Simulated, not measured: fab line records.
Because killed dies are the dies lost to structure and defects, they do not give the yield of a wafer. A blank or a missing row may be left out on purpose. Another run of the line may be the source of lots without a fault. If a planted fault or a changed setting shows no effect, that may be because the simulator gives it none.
Matching of chambers + flow n5Finfet + N5_BEOL_M0_SAQP_HM_DEP_111 on pecvd-02 has 3 sister chambers
The step deposits SiO2 from SiH4/N2O, target thk 12 nm, time 7.2 s. 18 wafers are shown with their chamber, then 9 later ones without.

WAFERS PAIRED WITH THEIR CHAMBERS
| wafer  | chamber | showerheadPlenumPTorr (Torr) | heaterPowerW (W) | showerheadVppV (V) |
|--------|---------|------------------------------|------------------|--------------------|
| L074.2 | 1       | 8.31                         | 617              | 1029               |
| L074.3 | 2       | 8.12                         | 819              | 1018               |
| L074.6 | 2       | 8.12                         | 841              | 1012               |
| L075.1 | 0       | 8.31                         | 933              | 1000               |
| L075.2 | 2       | 8.10                         | 698              | 1008               |
| L075.3 | 1       | 8.32                         | 745              | 1029               |
| L080.1 | 1       | 8.31                         | 654              | 1032               |
| L080.3 | 0       | 8.32                         | 778              | 1023               |
| L080.5 | 0       | 8.30                         | 806              | 1002               |
| L081.2 | 2       | 8.13                         | 812              | 992                |
| L081.3 | 1       | 8.31                         | 728              | 1036               |
| L081.6 | 2       | 8.15                         | 830              | 1011               |
| L082.3 | 0       | 8.32                         | 859              | 999                |
| L082.4 | 1       | 8.32                         | 724              | 1029               |
| L082.5 | 0       | 8.30                         | 854              | 1029               |
| L085.3 | 0       | 8.30                         | 856              | 989                |
| L085.4 | 0       | 8.33                         | 853              | 1007               |
| L085.6 | 1       | 8.30                         | 707              | 1017               |

SIGNATURES, as means of the wafers listed above
| reading               | chamber 0 | chamber 1 | chamber 2 | scatter within a chamber |
|-----------------------|-----------|-----------|-----------|--------------------------|
| showerheadPlenumPTorr | 8.3114    | 8.3117    | 8.1240    | 0.0129                   |
| heaterPowerW          | 848.43    | 695.83    | 800.00    | 51.6                     |
| showerheadVppV        | 1007.00   | 1028.67   | 1008.20   | 10.9                     |
Rule: for a wafer and a chamber, the distance is found by dividing, reading by reading, the gap between the wafer's reading and the chamber's mean by the reading's scatter, squaring, summing and taking the root. If the next closest chamber is less than 2 further off than the closest, the wafer can't be placed; otherwise it belongs to the closest. The scatter: take each reading less its chamber's mean, square it, sum over the shown wafers, divide by the number of wafers less the number of chambers, and take the root.

WAFERS WITH NO CHAMBER GIVEN
| wafer  | showerheadPlenumPTorr (Torr) | heaterPowerW (W) | showerheadVppV (V) |
|--------|------------------------------|------------------|--------------------|
| L088.1 | 8.14                         | 721              | 1021               |
| L088.2 | 8.29                         | 691              | 1026               |
| L088.4 | 8.34                         | 889              | 1000               |
| L092.4 | 8.32                         | 759              | 1039               |
| L092.5 | 8.31                         | 820              | 1004               |
| L092.6 | 8.11                         | 806              | 1008               |
| L094.1 | 8.16                         | 819              | 1016               |
| L094.4 | 8.33                         | 856              | 1028               |
| L094.5 | 8.12                         | 797              | 995                |

THE CHAMBER EACH PASSED THROUGH
| wafer  | from the rows above     | in truth |
|--------|-------------------------|----------|
| L088.1 | 2                       | 2        |
| L088.2 | 1                       | 1        |
| L088.4 | 0                       | 0        |
| L092.4 | can't be placed: 1 or 0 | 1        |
| L092.5 | 0                       | 0        |
| L092.6 | 2                       | 2        |
| L094.1 | 2                       | 2        |
| L094.4 | can't be placed: 0 or 1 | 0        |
| L094.5 | 2                       | 2        |
Placed correctly: 7 of 9. Not placeable from these rows: 2 (in 2, the candidates include the true chamber). Wrongly placed: 0.
